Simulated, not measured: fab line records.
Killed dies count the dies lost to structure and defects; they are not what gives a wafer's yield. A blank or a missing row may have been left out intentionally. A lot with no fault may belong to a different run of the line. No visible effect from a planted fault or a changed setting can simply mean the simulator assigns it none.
2 desks looking at one fault + flow n5_finfet + only its own numbers are on each desk; what lay behind them is given at the end

FROM THE METROLOGY DESK
Lot by lot, what the gauges showed, no matter which tool ran the lot: averages of those sampled wafers that carry a number. Any lot whose mean is over 4 standard deviations away from the usual mean is out of limits and marked OUT; that distance is given in the brackets.
Columns: A = cd_nm at N5_BEOL_M7_CD_MEAS_35, usual 39.8 nm; B = M8_ILD_THK at N5_BEOL_M8_THK_MEAS_01, usual 155.1 nm
| lot  | first seen here | A    | B     |
|------|-----------------|------|-------|
| L491 | day 9 01:26     | 39.4 | 152.3 |
| L495 | day 10 02:13    | 40.3 | 153.6 |
| L498 | day 10 10:35    | 39.7 | 156.0 |
| L499 | day 11 10:33    | 39.9 | 154.8 |
| L503 | day 12 01:09    | 39.9 | 160.6 |
| L505 | day 12 14:40    | 40.2 | 155.2 |
| L507 | day 12 17:19    | 39.6 | 156.7 |
| L506 | day 12 17:25    | 40.1 | 156.8 |
| L508 | day 13 19:23    | 39.7 | 157.5 |
| L511 | day 14 18:58    | 39.8 | 155.1 |
| L512 | day 15 05:47    | 40.5 | 154.4 |
Result from this desk: across the 11 lots, nothing is out of limits.

AT THE TOOL OWNER'S DESK: pecvd-04
The tool's own readings at N5_BEOL_M8_ILD_DEP_00 (deposits SiCOH lowk from DEMS/porogen, target thk 179.75 nm, time 33.4 s): means of the sampled wafers that have a number, for each lot that ran on this tool. Any lot whose mean is over 4 standard deviations away from the usual mean is out of limits and marked OUT; that distance is given in the brackets.
Columns: A = heater_power_w at N5_BEOL_M8_ILD_DEP_00, usual 300 W; B = rf_fwd_power_W at N5_BEOL_M8_ILD_DEP_00, usual 494.9 W; C = showerhead_plenum_p_Torr at N5_BEOL_M8_ILD_DEP_00, usual 5.745 Torr; D = susceptor_temp_C at N5_BEOL_M8_ILD_DEP_00, usual 300.00 C; E = throttle_valve_pct at N5_BEOL_M8_ILD_DEP_00, usual 14.1 %
| lot  | first seen here | A   | B     | C     | D                | E    |
|------|-----------------|-----|-------|-------|------------------|------|
| L491 | day 9 03:24     | 362 | 497.1 | 5.721 | 299.91           | 13.9 |
| L495 | day 10 04:40    | 315 | 493.4 | 5.728 | 300.30           | 14.1 |
| L503 | day 12 06:10    | 291 | 495.2 | 5.727 | 296.05 (-22) OUT | 14.1 |
This desk finds L503 out of limits, L503 being first, at day 12 06:10 (susceptor_temp_C at N5_BEOL_M8_ILD_DEP_00). L491, L495 stayed within limits.

TAKEN TOGETHER
On L503, at day 12 06:10, an alarm was possible from the tool owner's desk.
From the metrology desk's view, nothing was out of limits.
The metrology desk has L503 on record, within its limits.
Of the lots named, all ran N5_BEOL_M8_ILD_DEP_00 on pecvd-04.

WHAT THE SIMULATOR HAD INSERTED
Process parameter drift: pecvd-04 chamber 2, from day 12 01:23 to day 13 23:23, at N5_BEOL_M8_ILD_DEP_00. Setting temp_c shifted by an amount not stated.
Lots struck among those shown: L503.
Hours from the fault's start to each desk's first reading out of limits: the tool owner's desk, 5.
